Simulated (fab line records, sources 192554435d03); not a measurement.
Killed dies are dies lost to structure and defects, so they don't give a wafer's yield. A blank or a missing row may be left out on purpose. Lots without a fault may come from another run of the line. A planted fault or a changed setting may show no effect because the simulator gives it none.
A struck lot beside a sound one | flow n5_finfet | 27 steps out of a route of 1938
Sound: wafers L304.2, L304.3, L304.4. Struck: wafers L310.1, L310.3, L310.5. The cause comes at the end.
At each step with rows: each side's tool, then ch and its chambers, then its first start. Under that, the readings that differ: sound wafers | struck wafers | difference of the means | sigmas: that difference in standard deviations of wafers without a fault.
alike: readings whose means differ by less than 2 such deviations, and words and numbers that are the same on both sides. not compared: withheld readings, readings that some wafer has no value for, bounds like >300 that may hide the same value, and numbers for which the record gives no deviation and whose values overlap.
The two part at a step that has a row with sigmas, a row that says differs or no value, or rows on one side only. Numbers that don't overlap but have no deviation are shown without sigmas and don't part them. A reading that every wafer of one side lacks parts them only if that side has two wafers or more.

first, 9 steps without rows for these wafers: N5_BEOL_M0_SAQP_COAT_87 (time 60 s, resist thk 5 nm); N5_BEOL_M0_SAQP_COAT_34 (resist thk 30 nm); N5_BEOL_M0_SAQP_EBR_36; N5_BEOL_M0_SAQP_SOFTBAKE_35 (time 60 s); N5_BEOL_M0_SAQP_EXPOSE_37 (exposes mask M0 CUT1, target cd 30 nm); N5_BEOL_M0_SAQP_PEB_38 (peb time 60 s); N5_BEOL_M0_SAQP_DEVELOP_39 (develop time 30 s); N5_BEOL_M0_SAQP_DESCUM_45 (chemistry O2, time 7 s); N5_BEOL_M0_SAQP_ETCH_88 (etches underlayer in N2/H2, target depth 6.5 nm, time 5.2 s).
N5_BEOL_M0_SAQP_ETCH_73: etches SiARC in CF4, target depth 19.5 nm, time 32.5 s.
  sound on rie_diel-02 ch 0,1,2, day 8 18:53; struck on rie_diel-06 ch 1,3, day 10 07:06
  alike: drypump_motor_current_A, etch_rf_on_time_s, oes_product_au, rf_vpp_V, showerhead_plenum_p_Torr, throttle_valve_pct
  not compared: rf_hours_counter_h
then, 13 steps without rows for these wafers: N5_BEOL_M0_SAQP_CUT_ETCH_46 (etches SOC in N2/H2, target depth 135 nm, overetch 27 nm, time 202.5 s); N5_BEOL_M0_SAQP_STRIP_74 (strips in N2/H2); N5_BEOL_M0_SAQP_STRIP_89 (strips in N2/H2); N5_BEOL_M0_SAQP_ALD_48 (deposits SiO2, target thk 20 nm, pulse time 1 s, co reactant pulse time 1 s); N5_BEOL_M0_SAQP_ETCH_49 (etches SiO2 in CF4/O2, target depth 37 nm); N5_BEOL_M0_SAQP_STRIP_75 (strips in CF4); N5_BEOL_M0_CUTY_COAT_50 (time 60 s, resist thk 15 nm); N5_BEOL_M0_CUTY_COAT_51 (resist thk 150 nm); N5_BEOL_M0_CUTY_EBR_52; N5_BEOL_M0_CUTY_SOFTBAKE_53 (time 60 s); N5_BEOL_M0_CUTY_EXPOSE_54 (exposes mask M0 ABLK); N5_BEOL_M0_CUTY_PEB_55 (peb time 60 s); N5_BEOL_M0_CUTY_DEVELOP_56 (develop time 30 s).
N5_BEOL_M0_CUTY_INSPECT_59: inspects for defects (macro).
  sound on defect_inspect-01, day 8 20:43; struck on defect_inspect-01, day 10 08:20
  reading          | sound | struck         | difference | sigmas
  raw_defect_count | 5 3 3 | >300 >300 >300 | differs    |
then, 1 step without rows for these wafers: N5_BEOL_M0_CUTY_DESCUM_61 (chemistry O2, time 7.9 s).
-- the record jumps here: 2 days lie between the struck wafers' starts before and after (it left off in module BEOL_M0_CUTY and takes up again in module BEOL_M4, whose first step shown is number 1111 of the route) --
N5_BEOL_M4_RC_MEAS_101:
  sound on prober-02 ch 0, day 11 05:46; struck on prober-01 ch 0, day 12 16:28
  alike: DIBL_N, DIBL_P, IOFF_N, IOFF_P, ION_N, ION_P, SS_N, SS_P, VT_N, VT_P
-- the record jumps here: 4 days lie between the struck wafers' starts before and after (it left off in module BEOL_M4 and takes up again in module PASSIVATION, whose first step shown is number 1936 of the route) --
N5_PASSIVATION_PROBE_49:
  the record has rows for the struck wafers here (prober-01, day 16 19:15) and none for the sound ones

WHERE THEY PART
First at N5_BEOL_M0_CUTY_INSPECT_59; last, within this record, at N5_PASSIVATION_PROBE_49.

WHY: what the simulator had put in
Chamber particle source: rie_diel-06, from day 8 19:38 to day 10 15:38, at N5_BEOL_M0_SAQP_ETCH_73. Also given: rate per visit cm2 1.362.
